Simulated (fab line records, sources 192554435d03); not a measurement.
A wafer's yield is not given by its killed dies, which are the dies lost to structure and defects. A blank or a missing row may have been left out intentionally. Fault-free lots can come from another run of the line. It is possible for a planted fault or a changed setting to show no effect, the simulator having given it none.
Which tool was responsible?	flow n5 finfet	9 lots, 26 wafers sampled, at 5 steps of a route of 1938

== WHAT THE GAUGES SHOWED, per wafer ==
N5_BEOL_M4_RC_MEAS_101. Usual: DIBL_N 36.2 mV/V, standard deviation 1.7; DIBL_P 36.6 mV/V, standard deviation 1.9; IOFF_N 0.16 nA/um, standard deviation 0.032; IOFF_P 0.21 nA/um, standard deviation 0.037; ION_N 675 uA/um, standard deviation 12; ION_P 460 uA/um, standard deviation 8.1; SS_N 71.4 mV/dec, standard deviation 0.58; SS_P 73.4 mV/dec, standard deviation 0.64; VT_N 249 mV, standard deviation 3.2; VT_P -252 mV, standard deviation 3.4.
lot	measured	on	DIBL_N (mV/V)	DIBL_P (mV/V)	IOFF_N (nA/um)	IOFF_P (nA/um)	ION_N (uA/um)	ION_P (uA/um)	SS_N (mV/dec)	SS_P (mV/dec)	VT_N (mV)	VT_P (mV)	flag
L737	day 7 22:44	prober-02	39.2 36.3	38.4 35.2	0.20 0.15	0.22 0.18	673 674	452 459	72.1 70.1	73.8 73.3	246 248	-252 -252	
L741	day 9 00:46	prober-02	37.4 35.3 36.7	37.4 34.8 36.8	0.19 0.14 0.18	0.21 0.17 0.20	688 669 664	468 454 457	71.5 71.3 72.4	73.3 73.3 73.7	247 253 249	-251 -255 -252	
L742	day 9 02:31	prober-02	37.4 34.8 35.5	38.4 34.5 35.5	0.18 0.13 0.15	0.23 0.16 0.18	679 674 671	467 461 458	71.6 70.8 70.8	74.6 73.0 73.6	249 251 251	-246 -251 -253	
L746	day 9 16:11	prober-02	35.6 33.9 34.7	36.2 33.8 35.1	0.16 0.12 0.14	0.19 0.15 0.17	684 671 676	463 455 463	71.6 71.2 71.1	73.1 73.2 73.2	248 253 249	-250 -254 -253	
L749	day 11 02:02	prober-02	34.1 35.5 35.3	33.4 35.1 35.6	0.13 0.15 0.15	0.16 0.18 0.18	667 677 671	456 463 461	70.7 71.3 71.5	72.5 73.8 73.5	249 253 252	-254 -253 -254	
L750	day 11 05:08	prober-02	36.2 33.7 36.9	37.0 33.3 37.8	0.16 0.12 0.18	0.20 0.15 0.22	672 665 673	453 450 460	71.1 71.1 71.8	73.1 72.2 73.6	247 252 248	-253 -254 -251	
L752	day 11 09:05	prober-01	35.3 33.8 33.4	37.0 34.9 34.9	0.17 0.14 0.13	0.18 0.15 0.15	685 671 654	454 444 442	71.2 71.3 70.9	73.0 73.1 72.6	249 250 250	-258 -260 -259	
L754	day 12 00:05	prober-02	37.1 35.6 34.8	37.9 35.9 34.4	0.17 0.15 0.13	0.21 0.17 0.16	678 657 667	463 450 454	71.4 71.7 71.3	73.3 73.1 72.4	248 248 251	-251 -254 -255	
L760	day 13 08:45	prober-02	37.0 35.7 37.2	35.9 34.2 37.3	0.16 0.13 0.17	0.21 0.19 0.23	680 666 684	465 460 469	71.2 69.8 71.0	72.9 72.2 73.9	249 254 249	-253 -250 -247	

== TOOL THAT RAN EACH LOT (tool first, then ch and the chambers of the sampled wafers, then the start) ==
lot	N5_FIN_SAQP_HM_OPEN_73	N5_FIN_SAQP_SPACER1_ALD_24	N5_FIN_SAQP_RECESS_63	N5_FIN_SAQP_ETCH_69
L737	rie diel-06 ch 0,1, day 1 22:01	ald sin-01 ch 0,1, day 1 23:08	vapor etch-01 ch 0, day 2 00:23	rie diel-06 ch 1, day 2 00:50
L741	rie diel-06 ch 0,1,3, day 2 22:05	ald sin-01 ch 0,1,3, day 2 22:58	vapor etch-01 ch 0,1, day 3 00:14	rie diel-06 ch 1,2,3, day 3 00:49
L742	rie diel-04 ch 2,3, day 3 03:43	ald sin-04 ch 0,3, day 3 04:37	vapor etch-02 ch 0,1, day 3 05:55	rie diel-05 ch 0,2, day 3 06:14
L746	rie diel-06 ch 0,1,2, day 4 04:27	ald sin-03 ch 1,2,3, day 4 05:43	vapor etch-01 ch 0,1, day 4 06:54	rie diel-06 ch 2,3, day 4 07:21
L749	rie diel-04 ch 0,1,2, day 5 00:43	ald sin-01 ch 0,1, day 5 01:56	vapor etch-02 ch 0,1, day 5 03:29	rie diel-04 ch 0,2,3, day 5 03:56
L750	rie diel-05 ch 1,2, day 5 05:26	ald sin-01 ch 0,1,2, day 5 06:41	vapor etch-02 ch 0, day 5 07:52	rie diel-04 ch 0,1,2, day 5 08:19
L752	rie diel-05 ch 0,2,3, day 5 16:50	ald sin-01 ch 2,3, day 5 17:44	vapor etch-01 ch 0,1, day 5 19:07	rie diel-06 ch 0,2,3, day 5 19:34
L754	rie diel-04 ch 0,2,3, day 6 04:26	ald sin-04 ch 0,1, day 6 05:20	vapor etch-02 ch 0,1, day 6 06:39	rie diel-06 ch 0,1,2, day 6 06:59
L760	rie diel-06 ch 1,2, day 7 15:58	ald sin-03 ch 0,1,3, day 7 16:53	vapor etch-01 ch 0,1, day 7 18:11	rie diel-05 ch 0,1,2, day 7 18:39
- N5_FIN_SAQP_HM_OPEN_73: chemistry CHF3/O2, target SiO2, stops on a-Si, target depth 12 nm, time 16.8 s.
- N5_FIN_SAQP_SPACER1_ALD_24: deposits SiO2, target thk 20.3 nm, pulse time 1 s, purge time 2 s.
- N5_FIN_SAQP_RECESS_63: chemistry HF/NH3, target SiO2, target depth 18 nm, afs cycles 3, sublimation time 60 s.
- N5_FIN_SAQP_ETCH_69: etches SOC in N2/H2, stops on SiNx, target depth 150 nm.

== AS READ BY THE TOOLS THEMSELVES (means over the sampled wafers that have a number; for cases with no such wafer, the mark the record gives instead) ==
N5_FIN_SAQP_HM_OPEN_73. Usual: drypump motor current A 5.5 A, standard deviation 0.47; oes_ar_750_au 0.79 a.u., standard deviation 0.07; oes product au 0.47 a.u., standard deviation 0.043; rf vpp V 518 V, standard deviation 9.1; showerhead plenum p Torr 2.40 Torr, standard deviation 0.08; throttle valve pct 18.88 %, standard deviation 0.2.
lot	tool	drypump motor current A (A)	oes_ar_750_au (a.u.)	oes product au (a.u.)	rf vpp V (V)	showerhead plenum p Torr (Torr)	throttle valve pct (%)	flag
L737	rie diel-06	5.2	0.80	0.46	520	2.38	18.95	
L741	rie diel-06	5.1	0.77	0.46	518	2.36	19.02	
L742	rie diel-04	5.5	0.86	0.50	520	2.42	18.96	
L746	rie diel-06	5.2	0.78	0.46	517	2.38	18.95	
L749	rie diel-04	6.0	0.79	0.48	521	2.39	18.82	
L750	rie diel-05	5.2	0.93	0.56	517	2.43	18.61	
L752	rie diel-05	5.9	0.79	0.48	517	2.46	18.81	
L754	rie diel-04	5.7	0.79	0.47	520	2.43	18.97	
L760	rie diel-06	5.4	0.75	0.44	518	2.39	19.03	

N5_FIN_SAQP_SPACER1_ALD_24. Usual: heater power outer w 264 W, standard deviation 21; heater power w 484 W, standard deviation 36; precursor pulse height rel 0.999, standard deviation 0.021.
lot	tool	heater power outer w (W)	heater power w (W)	precursor pulse height rel	flag
L737	ald sin-01	260	492	1.000	
L741	ald sin-01	260	488	1.004	
L742	ald sin-04	279	503	1.017	
L746	ald sin-03	276	487	0.985	
L749	ald sin-01	253	493	1.009	
L750	ald sin-01	254	472	0.997	
L752	ald sin-01	267	477	1.005	
L754	ald sin-04	276	500	1.018	
L760	ald sin-03	257	492	1.010	

N5_FIN_SAQP_RECESS_63. Usual: 5.95 A for drypump motor current A, sd 0.14.
lot	tool	drypump motor current A (A)	flag
L737	vapor etch-01	5.91	
L741	vapor etch-01	5.98	
L742	vapor etch-02	5.82	
L746	vapor etch-01	6.08	
L749	vapor etch-02	5.89	
L750	vapor etch-02	5.75	
L752	vapor etch-01	5.99	
L754	vapor etch-02	5.90	
L760	vapor etch-01	5.99	

N5_FIN_SAQP_ETCH_69. Usual: drypump motor current A 5.4 A, standard deviation 0.49; oes product au 0.77 a.u., standard deviation 0.071; rf fwd power W 845 W, standard deviation 3; rf vpp V 240.4 V, standard deviation 1.5; showerhead plenum p Torr 2.53 Torr, standard deviation 0.099; throttle valve pct 17.90 %, standard deviation 0.21.
lot	tool	drypump motor current A (A)	oes product au (a.u.)	rf fwd power W (W)	rf vpp V (V)	showerhead plenum p Torr (Torr)	throttle valve pct (%)	flag
L737	rie diel-06	5.6	0.77	842	241.2	2.55	18.14	
L741	rie diel-06	5.3	0.74	846	240.2	2.50	18.11	
L742	rie diel-05	5.6	0.91	841	242.4	2.71	17.72	
L746	rie diel-06	5.2	0.74	847	239.9	2.50	18.08	
L749	rie diel-04	5.7	0.79	846	241.0	2.56	17.90	
L750	rie diel-04	6.0	0.78	844	240.6	2.53	17.88	
L752	rie diel-06	5.0	0.73	845	240.5	2.46	17.96	
L754	rie diel-06	5.2	0.75	1016	228.2	2.50	17.96	OFF
L760	rie diel-05	5.5	0.84	840	240.6	2.62	17.77	

== THE ANSWER, worked out from the rows above alone ==
Rule: a lot is off if the mean of its wafers that have a number lies more than 3 standard deviations from the usual mean. Also off: a lot with no number at a reading for which 4 or more lots have one. Where the step has rows for the other lots, those lots are counted as sound. The gauges are gone through in route order, then the tools' own readings, and for those a lot's mean is taken as printed above. At the first step where some lot is off, the reading lying furthest off is the one used; lots without a number count as furthest.
Off: L754, at N5_FIN_SAQP_ETCH_69 (rf fwd power W).
A tool fits if, at that step or a process step before it, it ran every lot that is off, and no sound lot after the first of them. Can't be told from this: 4 tools fit, rie diel-04 at N5_FIN_SAQP_HM_OPEN_73, ald sin-04 at N5_FIN_SAQP_SPACER1_ALD_24, vapor etch-02 at N5_FIN_SAQP_RECESS_63, rie diel-06 at N5_FIN_SAQP_ETCH_69.

== WHAT WAS PUT IN BY THE SIMULATOR ==
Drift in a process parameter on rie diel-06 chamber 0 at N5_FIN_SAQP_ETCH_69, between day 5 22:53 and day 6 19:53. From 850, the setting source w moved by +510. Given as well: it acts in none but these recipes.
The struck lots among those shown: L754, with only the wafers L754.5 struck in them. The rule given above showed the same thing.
